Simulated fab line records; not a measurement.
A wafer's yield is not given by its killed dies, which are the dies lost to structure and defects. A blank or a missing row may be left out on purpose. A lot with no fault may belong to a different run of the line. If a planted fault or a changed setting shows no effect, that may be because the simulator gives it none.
Matching of chambers / flow n5_finfet / 3 sister chambers for N5_BEOL_M11_CURE_71 on uv_cure-01
The step cures SiCOH lowk, time 240 s. 6 wafers are shown with their chamber, then 8 later ones without.

== WAFERS, EACH WITH ITS CHAMBER ==
wafer=L248.5; chamber=1; lamp_power_pct (%)=52.23; wafer_temp_C_max=387.6
wafer=L248.6; chamber=1; lamp_power_pct (%)=52.29; wafer_temp_C_max=387.6
wafer=L246.5; chamber=2; lamp_power_pct (%)=52.31; wafer_temp_C_max=387.4
wafer=L249.3; chamber=0; lamp_power_pct (%)=52.39; wafer_temp_C_max=386.2
wafer=L249.5; chamber=0; lamp_power_pct (%)=52.36; wafer_temp_C_max=386.7
wafer=L252.1; chamber=2; lamp_power_pct (%)=52.30; wafer_temp_C_max=386.7

== WAFERS WITH NO CHAMBER GIVEN ==
wafer=L252.3; lamp_power_pct (%)=52.36; wafer_temp_C_max=387.2
wafer=L252.6; lamp_power_pct (%)=52.31; wafer_temp_C_max=387.6
wafer=L254.2; lamp_power_pct (%)=52.27; wafer_temp_C_max=387.4
wafer=L254.5; lamp_power_pct (%)=52.32; wafer_temp_C_max=387.0
wafer=L254.6; lamp_power_pct (%)=52.38; wafer_temp_C_max=387.3
wafer=L262.2; lamp_power_pct (%)=52.40; wafer_temp_C_max=386.9
wafer=L262.3; lamp_power_pct (%)=52.22; wafer_temp_C_max=386.8
wafer=L262.5; lamp_power_pct (%)=52.39; wafer_temp_C_max=387.3

== EACH ONE'S CHAMBER ==
wafer=L252.3; from the rows above=can't be placed: 2 or 0 or 1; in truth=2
wafer=L252.6; from the rows above=can't be placed: 2 or 1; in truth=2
wafer=L254.2; from the rows above=can't be placed: 1 or 2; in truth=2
wafer=L254.5; from the rows above=can't be placed: 2 or 0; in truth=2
wafer=L254.6; from the rows above=can't be placed: 0 or 2 or 1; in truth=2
wafer=L262.2; from the rows above=can't be placed: 0 or 2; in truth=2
wafer=L262.3; from the rows above=can't be placed: 1 or 2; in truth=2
wafer=L262.5; from the rows above=can't be placed: 0 or 2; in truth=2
Correctly placed: 0 of 8. Unplaceable from these rows: 8, with the true chamber sitting among the candidates in 8. Placed wrongly: 0.
How it was worked out, from the rows above alone: a wafer's distance from a chamber is the root of the sum, over the readings, of the square of ((its reading less the chamber's mean) divided by the reading's scatter). If the next closest chamber is less than 2 further off than the closest, the wafer can't be placed; otherwise it belongs to the closest. The mean given for a chamber averages the wafers shown for that chamber. How the scatter is found: for the shown wafers, subtract from each reading the mean of its chamber, square and add these, divide the total by (wafers less chambers), then take the root.
